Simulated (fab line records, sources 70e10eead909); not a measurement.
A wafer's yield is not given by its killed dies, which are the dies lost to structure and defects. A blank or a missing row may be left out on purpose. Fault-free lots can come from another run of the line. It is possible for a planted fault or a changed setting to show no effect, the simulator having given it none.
What tool caused it?	flow nandHarc	33 wafers from 11 lots sampled at 4 of the route's 1159 steps

## WHAT EACH GAUGE READ, for each wafer
Not one reading of a measure or inspect step in the record can be checked against a usual standard deviation.

## WHICH TOOL RAN EACH LOT (tool, then ch and the chambers of the sampled wafers, then the start)
lot	NHARC_A_CONTACT_DESCUM_47	NHARC_A_CONTACT_ETCH_48	NHARC_A_CONTACT_ETCH_49	NHARC_A_CONTACT_ETCH_119
L666	rieDiel-02 ch 0,1,3, day 16 06:55	rieDiel-02 ch 1,2,3, day 16 06:59	rieDiel-02 ch 1,2,3, day 16 07:05	harCapEtch-02 ch 0,1, day 16 09:11
L669	rieDiel-02 ch 1,2, day 16 10:40	rieDiel-02 ch 0,1,2, day 16 10:45	rieDiel-02 ch 0,1,2, day 16 10:52	harCapEtch-03 ch 1, day 16 12:47
L667	rieDiel-02 ch 0,1,3, day 16 15:25	rieDiel-02 ch 0,1,2, day 16 15:30	rieDiel-02 ch 0,1,3, day 16 15:35	harCapEtch-03 ch 0,1, day 16 17:30
L668	rieDiel-02 ch 0,1,3, day 16 17:57	rieDiel-02 ch 0,1,3, day 16 18:03	rieDiel-02 ch 0,1,3, day 16 18:08	harCapEtch-02 ch 0,1, day 16 20:31
L672	rieDiel-02 ch 1,2,3, day 17 14:07	rieDiel-02 ch 0,2,3, day 17 14:13	rieDiel-02 ch 1,2,3, day 17 14:21	harCapEtch-02 ch 0,1, day 17 16:22
L673	rieDiel-02 ch 2,3, day 17 22:33	rieDiel-02 ch 0,1,3, day 17 22:39	rieDiel-02 ch 0,3, day 17 22:43	harCapEtch-01 ch 0,1, day 18 00:40
L678	rieDiel-02 ch 0,2,3, day 19 06:17	rieDiel-02 ch 0,2,3, day 19 06:31	rieDiel-02 ch 0,2,3, day 19 06:37	harCapEtch-02 ch 0,1, day 19 08:44
L685	rieDiel-03 ch 2,3, day 20 13:15	rieDiel-03 ch 0,1,2, day 20 13:20	rieDiel-03 ch 0,3, day 20 13:26	harCapEtch-02 ch 0,1, day 20 15:25
L686	rieDiel-03 ch 1,2,3, day 21 13:11	rieDiel-03 ch 0,1,3, day 21 13:17	rieDiel-03 ch 0,1,2, day 21 13:28	harCapEtch-01 ch 0,1, day 21 15:29
L687	rieDiel-03 ch 0,3, day 21 22:21	rieDiel-03 ch 0,1,2, day 21 22:31	rieDiel-03 ch 0,2,3, day 21 22:41	harCapEtch-03 ch 0,1, day 22 00:33
L689	rieDiel-03 ch 0,2,3, day 22 03:37	rieDiel-03 ch 0,1,2, day 22 03:42	rieDiel-03 ch 0,2,3, day 22 03:50	harCapEtch-01 ch 0,1, day 22 06:01
- NHARC_A_CONTACT_DESCUM_47: chemistry O2, time 3 s.
- NHARC_A_CONTACT_ETCH_48: etches the open film in CF4, target depth 39 nm, time 65 s.
- NHARC_A_CONTACT_ETCH_49: etches the open film in N2/H2, target depth 260 nm, time 475.3 s.
- NHARC_A_CONTACT_ETCH_119: etches the open film in C4F8/O2/Ar, time 94 s, target depth 922 nm.

## WHAT THE TOOLS THEMSELVES READ (means of the sampled wafers that have a number; where no wafer has one, the mark that the record gives instead)
NHARC_A_CONTACT_DESCUM_47. Usual: chamberPressureMTorr 60.00 mTorr, standard deviation 0.052; drypumpMotorCurrentA 5.4 A, standard deviation 0.53; oesProductAu 1.000 a.u., standard deviation 0.0089; rfVppV 57.8 V, standard deviation 0.79; showerheadPlenumPTorr 1.90 Torr, standard deviation 0.056; throttleValvePct 11.312 %, standard deviation 0.0086.
lot	tool	chamberPressureMTorr (mTorr)	drypumpMotorCurrentA (A)	oesProductAu (a.u.)	rfVppV (V)	showerheadPlenumPTorr (Torr)	throttleValvePct (%)	flag
L666	rieDiel-02	60.00	5.3	0.999	57.7	1.90	11.315	
L669	rieDiel-02	59.97	5.3	1.004	57.9	1.88	11.316	
L667	rieDiel-02	59.95	5.2	1.004	58.3	1.90	11.307	
L668	rieDiel-02	60.00	5.2	0.997	56.8	1.90	11.312	
L672	rieDiel-02	60.01	5.5	0.995	57.9	1.87	11.304	
L673	rieDiel-02	59.99	5.5	1.012	58.0	1.87	11.306	
L678	rieDiel-02	59.99	5.2	0.997	57.6	1.89	11.308	
L685	rieDiel-03	59.98	6.4	1.013	57.6	1.91	11.318	
L686	rieDiel-03	59.97	5.8	0.997	57.8	1.94	11.304	
L687	rieDiel-03	60.01	6.4	1.002	57.4	1.90	11.310	
L689	rieDiel-03	60.03	6.0	1.003	57.6	1.94	11.308	

NHARC_A_CONTACT_ETCH_48. Usual: value, then standard deviation, for each; chamberPressureMTorr 50.00 mTorr / 0.045; drypumpMotorCurrentA 5.4 A / 0.52; oesProductAu 1.000 a.u. / 0.0082; rfVppV 151.1 V / 1.1; runLengthS 86.2 s / 0.45; showerheadPlenumPTorr 1.76 Torr / 0.047; throttleValvePct 13.284 % / 0.0095.
lot	tool	chamberPressureMTorr (mTorr)	drypumpMotorCurrentA (A)	oesProductAu (a.u.)	rfVppV (V)	runLengthS (s)	showerheadPlenumPTorr (Torr)	throttleValvePct (%)	flag
L666	rieDiel-02	50.02	5.5	1.000	150.5	86.2	1.73	13.277	
L669	rieDiel-02	50.00	5.1	1.007	150.1	86.0	1.77	13.283	
L667	rieDiel-02	49.97	5.1	0.998	150.9	86.1	1.77	13.286	
L668	rieDiel-02	49.97	5.2	1.000	150.9	85.9	1.76	13.288	
L672	rieDiel-02	50.01	5.3	0.998	152.0	86.0	1.75	13.283	
L673	rieDiel-02	49.98	5.3	1.000	152.4	85.9	1.75	13.285	
L678	rieDiel-02	49.98	5.2	1.001	151.2	86.1	1.75	13.281	
L685	rieDiel-03	49.96	5.4	0.996	152.2	86.4	1.82	13.291	
L686	rieDiel-03	50.00	5.8	1.012	151.5	86.6	1.78	13.289	
L687	rieDiel-03	49.98	5.4	1.001	151.6	86.6	1.82	13.280	
L689	rieDiel-03	50.00	5.4	0.995	152.1	86.8	1.82	13.276	

NHARC_A_CONTACT_ETCH_49. Usual: value, then standard deviation, for each; chamberPressureMTorr 29.995 mTorr / 0.028; drypumpMotorCurrentA 5.5 A / 0.53; oesProductAu 1.002 a.u. / 0.0092; rfVppV 430.1 V / 1.8; runLengthS 496.5 s / 0.47; showerheadPlenumPTorr 2.03 Torr / 0.059; throttleValvePct 14.172 % / 0.009.
lot	tool	chamberPressureMTorr (mTorr)	drypumpMotorCurrentA (A)	oesProductAu (a.u.)	rfVppV (V)	runLengthS (s)	showerheadPlenumPTorr (Torr)	throttleValvePct (%)	flag
L666	rieDiel-02	30.005	5.4	1.006	428.9	496.4	2.00	14.175	
L669	rieDiel-02	30.028	5.1	1.002	430.6	496.3	2.04	14.172	
L667	rieDiel-02	30.011	5.3	1.000	430.5	496.2	2.03	14.171	
L668	rieDiel-02	29.998	5.2	1.000	429.9	496.2	2.03	14.168	
L672	rieDiel-02	29.988	5.5	1.008	429.7	496.4	1.99	14.169	
L673	rieDiel-02	30.007	5.4	0.998	429.0	496.2	2.01	14.169	
L678	rieDiel-02	29.993	5.3	1.005	430.5	470.5	2.02	14.175	OFF
L685	rieDiel-03	29.955	6.0	1.005	431.8	497.2	2.07	14.169	
L686	rieDiel-03	29.993	5.4	0.994	432.5	496.6	2.10	14.168	
L687	rieDiel-03	30.004	6.0	1.003	430.9	497.1	2.07	14.169	
L689	rieDiel-03	29.968	6.0	1.007	431.4	497.0	2.07	14.181	

NHARC_A_CONTACT_ETCH_119. Usual: chamberPressureMTorr 20.001 mTorr, standard deviation 0.019.
lot	tool	chamberPressureMTorr (mTorr)	flag
L666	harCapEtch-02	20.001	
L669	harCapEtch-03	19.994	
L667	harCapEtch-03	20.009	
L668	harCapEtch-02	19.990	
L672	harCapEtch-02	19.986	
L673	harCapEtch-01	20.008	
L678	harCapEtch-02	19.989	
L685	harCapEtch-02	20.019	
L686	harCapEtch-01	20.030	
L687	harCapEtch-03	20.010	
L689	harCapEtch-01	19.987	

## THE ANSWER, worked out from the rows above alone
Rule: lot off if the mean of its wafers having a number is beyond 3 standard deviations from the usual mean. Also off: a lot with no number at a reading for which 4 or more lots have one. All remaining lots with rows at the step are treated as sound. The gauges are gone through in route order, then the tools' own readings, and for those a lot's mean is taken as printed above. At the first step where some lot is off, the reading lying furthest off is the one used; lots without a number count as furthest.
Off at NHARC_A_CONTACT_ETCH_49 (runLengthS): L678.
A tool fits if, at that step or a process step before it, it ran every lot that is off, and no sound lot after the first of them. One fits: NHARC_A_CONTACT_DESCUM_47 and NHARC_A_CONTACT_ETCH_48 and NHARC_A_CONTACT_ETCH_49 on rieDiel-02. At NHARC_A_CONTACT_DESCUM_47 its last sound lot is L673 (day 17 22:33), its first lot that is off L678 (day 19 06:17): a fault that began between those two fits.

## WHAT THE SIMULATOR HAD INSERTED
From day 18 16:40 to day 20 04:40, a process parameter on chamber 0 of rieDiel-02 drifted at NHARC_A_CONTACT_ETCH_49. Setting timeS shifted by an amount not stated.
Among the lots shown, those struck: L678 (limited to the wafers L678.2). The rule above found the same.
